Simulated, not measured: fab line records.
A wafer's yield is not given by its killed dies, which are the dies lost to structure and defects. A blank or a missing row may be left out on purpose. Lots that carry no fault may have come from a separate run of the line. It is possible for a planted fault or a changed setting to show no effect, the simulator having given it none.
fab line records || flow n5-finfet
record {"lots": 4, "wafers": 12, "last-day": 18}
route steps=1938 shown MOL_CONTACT_COAG@584 BEOL_M4@1111 PASSIVATION@1936
lots that met no fault: taken from a fault-free run of the same line
start-h: start of the lot's first displayed wafer, in hours after the record's first day || wait-h: hours elapsed since this lot's preceding step || " as in the row above || L1.1+2: a row that stands for several wafers || - no value, or no start given || * or withheld: withheld || < > ~ a bound
route shown NAME@n: NAME is a module with steps in the file, n the number in the route of the first one || usual: mean/standard deviation taken from wafers without a fault || same: alike in all rows || chamber/n: place in a boat || sites: each site's reading || _std_site: standard deviation of those values || _edge_site: outer sites' mean less inner sites' || radius-mm: for every site, how far away it sits from the centre of the wafer || mask NAME#n: copy n || behind: the tool/chamber that last shaped the wafer || hold: the reason the lot was held/the length of the hold in hours/how it ended || device: names the non-switching transistor (n, p or np) || end of line: tests run on the same wafers once the route is complete || a step given without rows: its recipe and nothing more || killed: the dies lost at the first sort to structure and to defects; this is not the yield of the wafer || map: the dies of a wafer, with x for killed, . for not killed, _ for no die there
set.NAME: setting as actually run; set.NAME@STEP: the setting as run at that earlier step || model.NAME: the simulator's own value behind a step, which no gauge read
lots seen at some steps along the route; tables by step, rows by wafer
services: when a tool's chamber went out of use (start-h, in hours from the record's first day, below 0 if earlier), for how many hours, and the reason
## steps
# step N5_MOL_CONTACT_COAG_ETCHBACK_135
# recipe {"chemistry": "CHF3", "target": "SiO2", "target-depth-a": 250, "time-s": 16.7, "ion-energy-ev": 200, "pressure-mtorr": 30, "source-w": 610, "bias-w": 170, "Ar_flow_sccm": 200, "CHF3_flow_sccm": 50}
# step N5_MOL_CONTACT_COAG_STRIP_118
# recipe {"chemistry": "CHF3", "resist": "SiARC", "rf-frequency-hz": 6e+07}
# step N5_MOL_CONTACT_COAG_VIA_ETCH_46
# recipe {"chemistry": "C4F6/O2", "target-depth-a": 460, "overetch-a": 92, "mask-material": "SOC", "target": "SiO2", "bias-w": 455, "pressure-mtorr": 10, "time-s": 40, "source-w": 325, "Ar_flow_sccm": 300, "C4F6_flow_sccm": 10, "O2_flow_sccm": 10, "ion-energy-ev": 575.3, "ends": "end-point"}
# step N5_MOL_CONTACT_COAG_STRIP_96
# recipe {"chemistry": "N2/H2", "power-w": 500, "temp-c": 40, "pressure-mtorr": 50, "rf-frequency-hz": 6e+07, "overash-fraction": 0.3, "bias-power-w": 28, "h2-frac": 0.5, "n2-flow-sccm": 300, "h2-flow-sccm": 300}
# step N5_MOL_CONTACT_COAG_ETCH_47
# recipe {"chemistry": "CH3F/O2", "target": "SiNx", "target-depth-a": 270, "mask-material": "SiO2", "stop-on": "W", "over-etch-frac": 0.2, "ion-energy-ev": 120, "endpoint": "OES-CN", "pressure-mtorr": 30, "source-w": 395, "bias-w": 73, "Ar_flow_sccm": 150, "CH3F_flow_sccm": 30, "O2_flow_sccm": 20, "ends": "end-point"}
# step N5_MOL_CONTACT_COAG_STRIP_119
# recipe {"chemistry": "N2/H2", "time-s": 30, "power-w": 1000, "temp-c": 250, "pressure-mtorr": "withheld", "n2-flow-sccm": 1750, "h2-flow-sccm": 3250}
# step N5_MOL_CONTACT_COAG_PRECLEAN_144
# recipe {"chemistry": "alkaline-clean", "temp-c": 60, "time-s": 60, "do-ppb": 50}
# step N5_MOL_CONTACT_COAG_SRD_145
# recipe {"dry": "ipa-marangoni", "time-s": 30, "temp-c": 23, "rinse-liquid": "diw"}
# step N5_MOL_CONTACT_COAG_COAT_62
# recipe {"resist": "SOC", "temp-c": 250, "time-s": 60, "spin-rpm": 1500, "resist-thk-nm": 60}
# step N5_MOL_CONTACT_COAG_COAT_63
# recipe {"resist": "SiARC", "temp-c": 220, "time-s": 60, "spin-rpm": 1500, "resist-thk-nm": 10}
# step N5_MOL_CONTACT_COAG_COAT_64
# recipe {"resist": "underlayer", "temp-c": 205, "time-s": 60, "spin-rpm": 1500, "resist-thk-nm": 10}
# step N5_MOL_CONTACT_COAG_COAT_34
# recipe {"resist": "CAR-EUV", "spin-rpm": 1500, "resist-thk-nm": 40}
# usual {"spin-speed-rpm": "1500.0/0.86"}
{"lot.wafer": "L370.1", "tool": "litho-track-01", "chamber": 0, "start-h": 151.58, "wait-h": "-", "spin-speed-rpm": 1499.4, "model.CAR-EUV_of_MOL_CONTACT_COAG_COAT_34.thk-nm": 40.2}
{"lot.wafer": "L370.3", "tool": "litho-track-01", "chamber": 0, "start-h": 151.58, "wait-h": "-", "spin-speed-rpm": 1501.2, "model.CAR-EUV_of_MOL_CONTACT_COAG_COAT_34.thk-nm": 40.2}
{"lot.wafer": "L370.6", "tool": "litho-track-01", "chamber": 0, "start-h": 151.58, "wait-h": "-", "spin-speed-rpm": 1499.3, "model.CAR-EUV_of_MOL_CONTACT_COAG_COAT_34.thk-nm": 40.2}
{"lot.wafer": "L374.1", "tool": "litho-track-03", "chamber": 0, "start-h": 177.63, "wait-h": "-", "spin-speed-rpm": 1499.9, "model.CAR-EUV_of_MOL_CONTACT_COAG_COAT_34.thk-nm": 40.2}
{"lot.wafer": "L374.5", "tool": "litho-track-03", "chamber": 0, "start-h": 177.63, "wait-h": "-", "spin-speed-rpm": 1500.6, "model.CAR-EUV_of_MOL_CONTACT_COAG_COAT_34.thk-nm": 40}
{"lot.wafer": "L374.6", "tool": "litho-track-03", "chamber": 0, "start-h": 177.63, "wait-h": "-", "spin-speed-rpm": 1500.3, "model.CAR-EUV_of_MOL_CONTACT_COAG_COAT_34.thk-nm": 40}
{"lot.wafer": "L384.1", "tool": "litho-track-03", "chamber": 0, "start-h": 233.84, "wait-h": "-", "spin-speed-rpm": 1539.0, "model.CAR-EUV_of_MOL_CONTACT_COAG_COAT_34.thk-nm": 39.6}
{"lot.wafer": "L384.2", "tool": "litho-track-03", "chamber": 0, "start-h": 233.84, "wait-h": "-", "spin-speed-rpm": 1540.8, "model.CAR-EUV_of_MOL_CONTACT_COAG_COAT_34.thk-nm": 39.6}
{"lot.wafer": "L384.4", "tool": "litho-track-03", "chamber": 0, "start-h": 233.84, "wait-h": "-", "spin-speed-rpm": 1540.2, "model.CAR-EUV_of_MOL_CONTACT_COAG_COAT_34.thk-nm": 39.4}
{"lot.wafer": "L385.1", "tool": "litho-track-03", "chamber": 0, "start-h": 240.75, "wait-h": "-", "spin-speed-rpm": 1540.6, "model.CAR-EUV_of_MOL_CONTACT_COAG_COAT_34.thk-nm": 39.6}
{"lot.wafer": "L385.4", "tool": "litho-track-03", "chamber": 0, "start-h": 240.75, "wait-h": "-", "spin-speed-rpm": 1541.0, "model.CAR-EUV_of_MOL_CONTACT_COAG_COAT_34.thk-nm": 39.4}
{"lot.wafer": "L385.6", "tool": "litho-track-03", "chamber": 0, "start-h": 240.75, "wait-h": "-", "spin-speed-rpm": 1540.8, "model.CAR-EUV_of_MOL_CONTACT_COAG_COAT_34.thk-nm": 39.4}
# step N5_MOL_CONTACT_COAG_EBR_36
# recipe {"solvent": "PGMEA", "ebr-width-mm": 1.5}
# step N5_MOL_CONTACT_COAG_SOFTBAKE_35
# recipe {"temp-c": 110, "time-s": 60, "resist": "CAR-EUV"}
# step N5_MOL_CONTACT_COAG_EXPOSE_37
# recipe {"mask-id": "VD", "na": 0.33, "source-shape": "annular", "sigma-inner": 0.3, "sigma-outer": 0.7, "polarization": "unpolarized", "defocus-nm": 0, "dose-mj": 62}
# step N5_MOL_CONTACT_COAG_PEB_38
# recipe {"peb-temp-c": 100, "peb-time-s": 60, "resist": "CAR-EUV"}
# step N5_MOL_CONTACT_COAG_DEVELOP_39
# recipe {"develop-time-s": 30, "developer": "TMAH", "resist": "CAR-EUV", "rinse-liquid": "surfactant-rinse", "dry": "air-spin", "dev-temp-c": 23}
# step N5_MOL_CONTACT_COAG_DESCUM_45
# recipe {"chemistry": "O2", "time-s": 7, "source-power-w": 50, "bias-power-w": 20, "pressure-mtorr": 20, "rf-frequency-hz": 2.712e+07, "temp-c": 40, "resist": "CAR-EUV", "o2-flow-sccm": 225}
# step N5_MOL_CONTACT_COAG_ETCH_65
# recipe {"chemistry": "N2/H2", "target": "underlayer", "target-depth-a": 130, "mask-material": "CAR-EUV", "time-s": 10.4, "ion-energy-ev": 200, "pressure-mtorr": 30, "source-w": 840, "bias-w": 150, "n2-flow-sccm": 200, "h2-flow-sccm": 200, "ends": "cleared"}
# step N5_MOL_CONTACT_COAG_ETCH_66
# recipe {"chemistry": "CF4", "target": "SiARC", "target-depth-a": 130, "mask-material": "CAR-EUV", "time-s": 21.7, "ion-energy-ev": 80, "pressure-mtorr": 40, "source-w": 545, "bias-w": 36, "Ar_flow_sccm": 100, "cf4-flow-sccm": 100, "ends": "cleared"}
# step N5_MOL_CONTACT_COAG_ALD_133
# recipe {"material": "SiO2", "target-thk-a": 50, "temp-c": 100, "ald-precursor-family": "BDEAS", "ald-co-reactant": "O2-plasma", "pulse-time-s": 1, "co-reactant-pulse-time-s": 1, "purge-time-s": 2, "co-reactant-purge-time-s": 2, "ald-cycles": 35, "pressure-torr": 2}
# step N5_MOL_CONTACT_COAG_ETCHBACK_134
# recipe {"chemistry": "CHF3", "target": "SiO2", "target-depth-a": 100, "time-s": 6.7, "ion-energy-ev": 200, "pressure-mtorr": 30, "source-w": 610, "bias-w": 170, "Ar_flow_sccm": 200, "CHF3_flow_sccm": 50}
# usual {"chamber-pressure-mTorr": "30.002/0.029", "drypump-motor-current-A": "5.8/0.42", "oes-product-au": "0.76/0.084", "rf-vpp-V": "524/18", "showerhead-plenum-p-Torr": "2.39/0.075", "throttle-valve-pct": "18.85/0.28"}
{"lot.wafer": "L370.1", "tool": "rie-diel-05", "chamber": 3, "start-h": 152.44, "wait-h": 0.1, "chamber-pressure-mTorr": 30.001, "drypump-motor-current-A": 5.6, "oes-product-au": 0.68, "rf-hours-counter-h": 218, "rf-vpp-V": 534, "showerhead-plenum-p-Torr": 2.45, "throttle-valve-pct": 18.69, "model.CAR-EUV_of_MOL_CONTACT_COAG_COAT_34.thk-nm": 15.8}
{"lot.wafer": "L370.3", "tool": "rie-diel-05", "chamber": 0, "start-h": 152.44, "wait-h": 0.1, "chamber-pressure-mTorr": 29.979, "drypump-motor-current-A": 6.4, "oes-product-au": 0.75, "rf-hours-counter-h": 154, "rf-vpp-V": 507, "showerhead-plenum-p-Torr": 2.30, "throttle-valve-pct": 18.79, "model.CAR-EUV_of_MOL_CONTACT_COAG_COAT_34.thk-nm": 15.6}
{"lot.wafer": "L370.6", "tool": "rie-diel-05", "chamber": 2, "start-h": 152.44, "wait-h": 0.1, "chamber-pressure-mTorr": 29.967, "drypump-motor-current-A": 5.8, "oes-product-au": 0.73, "rf-hours-counter-h": "-", "rf-vpp-V": 535, "showerhead-plenum-p-Torr": 2.36, "throttle-valve-pct": 18.71, "model.CAR-EUV_of_MOL_CONTACT_COAG_COAT_34.thk-nm": 15.6}
{"lot.wafer": "L374.1", "tool": "rie-diel-01", "chamber": 2, "start-h": 178.80, "wait-h": 0.1, "chamber-pressure-mTorr": 30.025, "drypump-motor-current-A": 5.7, "oes-product-au": 0.76, "rf-hours-counter-h": 174, "rf-vpp-V": 541, "showerhead-plenum-p-Torr": 2.46, "throttle-valve-pct": 19.09, "model.CAR-EUV_of_MOL_CONTACT_COAG_COAT_34.thk-nm": 15.6}
{"lot.wafer": "L374.5", "tool": "rie-diel-01", "chamber": 0, "start-h": 178.80, "wait-h": 0.1, "chamber-pressure-mTorr": 29.987, "drypump-motor-current-A": 6.3, "oes-product-au": 0.69, "rf-hours-counter-h": "-", "rf-vpp-V": 490, "showerhead-plenum-p-Torr": 2.28, "throttle-valve-pct": 19.27, "model.CAR-EUV_of_MOL_CONTACT_COAG_COAT_34.thk-nm": 15.8}
{"lot.wafer": "L374.6", "tool": "rie-diel-01", "chamber": 3, "start-h": 178.80, "wait-h": 0.1, "chamber-pressure-mTorr": 30.025, "drypump-motor-current-A": 5.8, "oes-product-au": 0.77, "rf-hours-counter-h": "-", "rf-vpp-V": 521, "showerhead-plenum-p-Torr": 2.37, "throttle-valve-pct": 18.75, "model.CAR-EUV_of_MOL_CONTACT_COAG_COAT_34.thk-nm": 15.8}
{"lot.wafer": "L384.1", "tool": "rie-diel-01", "chamber": 2, "start-h": 234.75, "wait-h": 0.3, "chamber-pressure-mTorr": 29.996, "drypump-motor-current-A": 5.7, "oes-product-au": 0.74, "rf-hours-counter-h": 201, "rf-vpp-V": 542, "showerhead-plenum-p-Torr": 2.45, "throttle-valve-pct": 19.13, "model.CAR-EUV_of_MOL_CONTACT_COAG_COAT_34.thk-nm": 15.2}
{"lot.wafer": "L384.2", "tool": "rie-diel-01", "chamber": 3, "start-h": 234.75, "wait-h": 0.3, "chamber-pressure-mTorr": 29.977, "drypump-motor-current-A": 5.8, "oes-product-au": 0.74, "rf-hours-counter-h": 192, "rf-vpp-V": 520, "showerhead-plenum-p-Torr": 2.36, "throttle-valve-pct": 18.77, "model.CAR-EUV_of_MOL_CONTACT_COAG_COAT_34.thk-nm": 15}
{"lot.wafer": "L384.4", "tool": "rie-diel-01", "chamber": 0, "start-h": 234.75, "wait-h": 0.3, "chamber-pressure-mTorr": 30.030, "drypump-motor-current-A": 6.3, "oes-product-au": 0.97, "rf-hours-counter-h": 7, "rf-vpp-V": 498, "showerhead-plenum-p-Torr": 2.56, "throttle-valve-pct": 18.93, "model.CAR-EUV_of_MOL_CONTACT_COAG_COAT_34.thk-nm": 15}
{"lot.wafer": "L385.1", "tool": "rie-diel-01", "chamber": 0, "start-h": 242.23, "wait-h": 0.1, "chamber-pressure-mTorr": 30.003, "drypump-motor-current-A": 6.2, "oes-product-au": 0.97, "rf-hours-counter-h": 9, "rf-vpp-V": 499, "showerhead-plenum-p-Torr": 2.56, "throttle-valve-pct": 18.94, "model.CAR-EUV_of_MOL_CONTACT_COAG_COAT_34.thk-nm": 14.8}
{"lot.wafer": "L385.4", "tool": "rie-diel-01", "chamber": 2, "start-h": 242.23, "wait-h": 0.1, "chamber-pressure-mTorr": 30.006, "drypump-motor-current-A": 5.7, "oes-product-au": 0.74, "rf-hours-counter-h": 203, "rf-vpp-V": 541, "showerhead-plenum-p-Torr": 2.45, "throttle-valve-pct": 19.14, "model.CAR-EUV_of_MOL_CONTACT_COAG_COAT_34.thk-nm": 15}
{"lot.wafer": "L385.6", "tool": "rie-diel-01", "chamber": 2, "start-h": 242.23, "wait-h": 0.1, "chamber-pressure-mTorr": 30.014, "drypump-motor-current-A": 5.7, "oes-product-au": 0.74, "rf-hours-counter-h": "-", "rf-vpp-V": 541, "showerhead-plenum-p-Torr": 2.45, "throttle-valve-pct": 19.13, "model.CAR-EUV_of_MOL_CONTACT_COAG_COAT_34.thk-nm": 14.8}
# step N5_MOL_CONTACT_COAG_ETCH_67
# recipe {"chemistry": "N2/H2", "target": "SOC", "target-depth-a": 600, "overetch-a": 210, "mask-material": "SiARC", "temp-c": 40, "time-s": 101.2, "ion-energy-ev": 200, "pressure-mtorr": 30, "source-w": 840, "bias-w": 150, "n2-flow-sccm": 200, "h2-flow-sccm": 200}
# step N5_BEOL_M4_RC_MEAS_101
# usual {"DIBL_N": "36.0/2.5", "DIBL_P": "36.2/3", "IOFF_N": "0.16/0.044", "IOFF_P": "0.21/0.049", "ION_N": "671/15", "ION_P": "461/8.7", "SS_N": "71.5/0.72", "SS_P": "73.4/0.9", "VT_N": "251/4.4", "VT_P": "-250/4"}
{"lot.wafer": "L370.1", "tool": "prober-01", "chamber": 0, "start-h": 222.53, "wait-h": 0.0, "DIBL_N[mV/V]": 38.7, "DIBL_P[mV/V]": 38.9, "IOFF_N[nA/um]": 0.19, "IOFF_P[nA/um]": 0.24, "ION_N[uA/um]": 689, "ION_P[uA/um]": 472, "SS_N[mV/dec]": 72.0, "SS_P[mV/dec]": 75.0, "VT_N[mV]": 250, "VT_P[mV]": -251}
{"lot.wafer": "L370.3", "tool": "prober-01", "chamber": 0, "start-h": 222.53, "wait-h": 0.0, "DIBL_N[mV/V]": 31.1, "DIBL_P[mV/V]": 28.8, "IOFF_N[nA/um]": 0.08, "IOFF_P[nA/um]": 0.11, "ION_N[uA/um]": 635, "ION_P[uA/um]": 434, "SS_N[mV/dec]": 70.0, "SS_P[mV/dec]": 71.6, "VT_N[mV]": 260, "VT_P[mV]": -260}
{"lot.wafer": "L370.6", "tool": "prober-01", "chamber": 0, "start-h": 222.53, "wait-h": 0.0, "DIBL_N[mV/V]": 39.4, "DIBL_P[mV/V]": 39.3, "IOFF_N[nA/um]": 0.20, "IOFF_P[nA/um]": 0.25, "ION_N[uA/um]": 676, "ION_P[uA/um]": 463, "SS_N[mV/dec]": 72.0, "SS_P[mV/dec]": 75.2, "VT_N[mV]": 248, "VT_P[mV]": -250}
{"lot.wafer": "L374.1", "tool": "prober-02", "chamber": 0, "start-h": 260.71, "wait-h": 0.0, "DIBL_N[mV/V]": 39.9, "DIBL_P[mV/V]": 37.9, "IOFF_N[nA/um]": 0.20, "IOFF_P[nA/um]": 0.24, "ION_N[uA/um]": 672, "ION_P[uA/um]": 462, "SS_N[mV/dec]": 72.0, "SS_P[mV/dec]": 74.2, "VT_N[mV]": 244, "VT_P[mV]": -251}
{"lot.wafer": "L374.5", "tool": "prober-02", "chamber": 0, "start-h": 260.71, "wait-h": 0.0, "DIBL_N[mV/V]": 34.0, "DIBL_P[mV/V]": 31.6, "IOFF_N[nA/um]": 0.10, "IOFF_P[nA/um]": 0.15, "ION_N[uA/um]": 673, "ION_P[uA/um]": 464, "SS_N[mV/dec]": 71.2, "SS_P[mV/dec]": 72.5, "VT_N[mV]": 256, "VT_P[mV]": -255}
{"lot.wafer": "L374.6", "tool": "prober-02", "chamber": 0, "start-h": 260.71, "wait-h": 0.0, "DIBL_N[mV/V]": 38.8, "DIBL_P[mV/V]": 38.2, "IOFF_N[nA/um]": 0.17, "IOFF_P[nA/um]": 0.26, "ION_N[uA/um]": 666, "ION_P[uA/um]": 466, "SS_N[mV/dec]": 72.1, "SS_P[mV/dec]": 75.0, "VT_N[mV]": 248, "VT_P[mV]": -248}
{"lot.wafer": "L384.1", "tool": "prober-01", "chamber": 0, "start-h": 308.34, "wait-h": 0.0, "DIBL_N[mV/V]": 39.0, "DIBL_P[mV/V]": 39.1, "IOFF_N[nA/um]": 0.20, "IOFF_P[nA/um]": 0.29, "ION_N[uA/um]": 666, "ION_P[uA/um]": 460, "SS_N[mV/dec]": 72.7, "SS_P[mV/dec]": 74.2, "VT_N[mV]": 248, "VT_P[mV]": -248}
{"lot.wafer": "L384.2", "tool": "prober-01", "chamber": 0, "start-h": 308.34, "wait-h": 0.0, "DIBL_N[mV/V]": 35.8, "DIBL_P[mV/V]": 35.5, "IOFF_N[nA/um]": 0.15, "IOFF_P[nA/um]": 0.20, "ION_N[uA/um]": 658, "ION_P[uA/um]": 457, "SS_N[mV/dec]": 71.9, "SS_P[mV/dec]": 72.7, "VT_N[mV]": 252, "VT_P[mV]": -250}
{"lot.wafer": "L384.4", "tool": "prober-01", "chamber": 0, "start-h": 308.34, "wait-h": 0.0, "DIBL_N[mV/V]": 35.1, "DIBL_P[mV/V]": 34.9, "IOFF_N[nA/um]": 0.14, "IOFF_P[nA/um]": 0.19, "ION_N[uA/um]": 684, "ION_P[uA/um]": 470, "SS_N[mV/dec]": 70.8, "SS_P[mV/dec]": 73.6, "VT_N[mV]": 250, "VT_P[mV]": -250}
{"lot.wafer": "L385.1", "tool": "prober-02", "chamber": 0, "start-h": 318.70, "wait-h": 0.0, "DIBL_N[mV/V]": 32.3, "DIBL_P[mV/V]": 32.3, "IOFF_N[nA/um]": 0.09, "IOFF_P[nA/um]": 0.13, "ION_N[uA/um]": 650, "ION_P[uA/um]": 451, "SS_N[mV/dec]": 69.6, "SS_P[mV/dec]": 72.7, "VT_N[mV]": 260, "VT_P[mV]": -260}
{"lot.wafer": "L385.4", "tool": "prober-02", "chamber": 0, "start-h": 318.70, "wait-h": 0.0, "DIBL_N[mV/V]": 35.3, "DIBL_P[mV/V]": 35.9, "IOFF_N[nA/um]": 0.12, "IOFF_P[nA/um]": 0.18, "ION_N[uA/um]": 662, "ION_P[uA/um]": 456, "SS_N[mV/dec]": 71.2, "SS_P[mV/dec]": 73.4, "VT_N[mV]": 256, "VT_P[mV]": -255}
{"lot.wafer": "L385.6", "tool": "prober-02", "chamber": 0, "start-h": 318.70, "wait-h": 0.0, "DIBL_N[mV/V]": 33.7, "DIBL_P[mV/V]": 33.6, "IOFF_N[nA/um]": 0.11, "IOFF_P[nA/um]": 0.14, "ION_N[uA/um]": 660, "ION_P[uA/um]": 453, "SS_N[mV/dec]": 71.0, "SS_P[mV/dec]": 73.0, "VT_N[mV]": 256, "VT_P[mV]": -258}
# step N5_PASSIVATION_PROBE_49
# usual {"defect-limited-yield": "91.7/1.4", "killed_at_M0_to_M3": "31/11", "killed_at_M4_up": "13/4.6", "killed-at-contacts": "13/6.7", "killed-at-front-end": "39/9.6", "killed-at-other": "3.5/2.8", "killed-dies": "98/16", "killed-open": "64/11", "killed-short": "33/8.5", "sort_bin_5_function": "4.9/0.96", "sort_bin_6_memory": "3.1/0.59", "sort_bin_8_speed": "0.2/1.3", "sort-n-pass": "1080/23", "sort-yield-pct": "91.5/1.9"}
# same {"gross-dies": 1180, "killed-at-back-side": 0, "sort_bin_4_leakage[%]": 0}
{"lot.wafer": "L384.1", "tool": "prober-01", "chamber": "-", "start-h": 410.81, "wait-h": 0.0, "defect-limited-yield[%]": 93.1, "killed_at_M0_to_M3": 28, "killed_at_M4_up": 11, "killed-at-contacts": 13, "killed-at-front-end": 28, "killed-at-other": 1, "killed-dies": 81, "killed-open": 54, "killed-short": 27, "sort_bin_5_function[%]": 4.2, "sort_bin_6_memory[%]": 2.4, "sort_bin_8_speed[%]": 0, "sort-n-pass": 1099, "sort-yield-pct[%]": 93.1}
{"lot.wafer": "L384.2", "tool": "prober-01", "chamber": "-", "start-h": 410.86, "wait-h": 0.1, "defect-limited-yield[%]": 91.6, "killed_at_M0_to_M3": 25, "killed_at_M4_up": 17, "killed-at-contacts": 14, "killed-at-front-end": 43, "killed-at-other": 0, "killed-dies": 99, "killed-open": 60, "killed-short": 38, "sort_bin_5_function[%]": 4.7, "sort_bin_6_memory[%]": 3.1, "sort_bin_8_speed[%]": 0, "sort-n-pass": 1081, "sort-yield-pct[%]": 91.6}
# killed by level:class
L384.1 BEOL_M0_SAQP:geometric-particle:open=11 MOL_CONTACT_COAG:geometric-particle:open=9 BEOL_M0_SAQP:geometric-particle:short=8 FIN_SAQP:geometric-particle:open=7 BEOL_M4:geometric-particle:open=6 MOL_CONTACT_COAG:geometric-particle:short=4 BEOL_M2:geometric-particle:open=4 FIN_SAQP:geometric-particle:short=3
L384.2 MOL_CONTACT_COAG:geometric-particle:open=11 FIN_SAQP:geometric-particle:short=10 BEOL_M1:geometric-particle:open=8 STI_FIN_REVEAL:geometric-particle:open=7 BEOL_M4:geometric-particle:open=6 GATE_CUT:geometric-particle:open=5 BEOL_M0_SAQP:geometric-particle:short=5 BEOL_M5:geometric-particle:open=4
## services
{"tool": "litho-track-03", "chamber": "-", "start-h": 131.33, "hours": "-", "kind": "consumable-replace:filter"}
{"tool": "rie-diel-05", "chamber": 3, "start-h": 132.65, "hours": 7.5, "kind": "repair"}
{"tool": "rie-diel-01", "chamber": 1, "start-h": 135.00, "hours": 12.9, "kind": "repair"}
{"tool": "rie-diel-01", "chamber": 1, "start-h": 177.02, "hours": "-", "kind": "clean"}
{"tool": "rie-diel-01", "chamber": 1, "start-h": 177.02, "hours": "-", "kind": "consumable-replace:esc"}
{"tool": "rie-diel-01", "chamber": 1, "start-h": 177.02, "hours": "-", "kind": "consumable-replace:focus-ring"}
{"tool": "rie-diel-01", "chamber": 1, "start-h": 177.02, "hours": 20.8, "kind": "scheduled-down"}
{"tool": "rie-diel-01", "chamber": 1, "start-h": 177.02, "hours": 20.8, "kind": "vent-cycle"}
{"tool": "rie-diel-01", "chamber": 0, "start-h": 199.26, "hours": "-", "kind": "clean"}
{"tool": "rie-diel-01", "chamber": 0, "start-h": 199.26, "hours": "-", "kind": "consumable-replace:focus-ring"}
{"tool": "rie-diel-01", "chamber": 0, "start-h": 199.26, "hours": "-", "kind": "consumable-replace:showerhead"}
{"tool": "rie-diel-01", "chamber": 0, "start-h": 199.26, "hours": 18.1, "kind": "scheduled-down"}
{"tool": "rie-diel-01", "chamber": 0, "start-h": 199.26, "hours": 18.1, "kind": "vent-cycle"}
{"tool": "rie-diel-05", "chamber": 0, "start-h": 203.48, "hours": 8.1, "kind": "repair"}
{"tool": "litho-track-01", "chamber": "-", "start-h": 220.33, "hours": "-", "kind": "consumable-replace:filter"}
## key
first-sign {"step": "N5_MOL_CONTACT_COAG_COAT_34", "reading": "spin-speed-rpm", "direction": "up", "sigmas": 47, "usual": "*", "struck": "*"}
effect none on later readings
model-effect {"step": "N5_MOL_CONTACT_COAG_COAT_34", "value": "CAR-EUV_of_MOL_CONTACT_COAG_COAT_34.thk-nm", "without": 40, "struck": 39.5}
model-effect {"step": "N5_MOL_CONTACT_COAG_ETCHBACK_134", "value": "CAR-EUV_of_MOL_CONTACT_COAG_COAT_34.thk-nm", "without": 15.43, "struck": 14.97}
met-at N5_MOL_CONTACT_COAG_COAT_34
struck-wafers L384.1,L384.2,L384.4,L385.1,L385.4,L385.6
baseline-loss {"step": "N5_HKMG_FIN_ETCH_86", "wafers": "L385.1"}
onset-between 177.63 233.84
fault {"kind": "process-parameter-drift", "tool": "litho-track-03", "chamber": "-", "onset-h": 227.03, "steps": "N5_MOL_CONTACT_COAG_COAT_34", "channel": "spin-rpm", "offset": "*", "shape": "step", "end-h": 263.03, "acts-in": "*", "stated": "*"}
# baseline-loss: these wafers lose ten dies or more at that step, a loss of the line's own and not of a fault; the sort's usual values leave them out
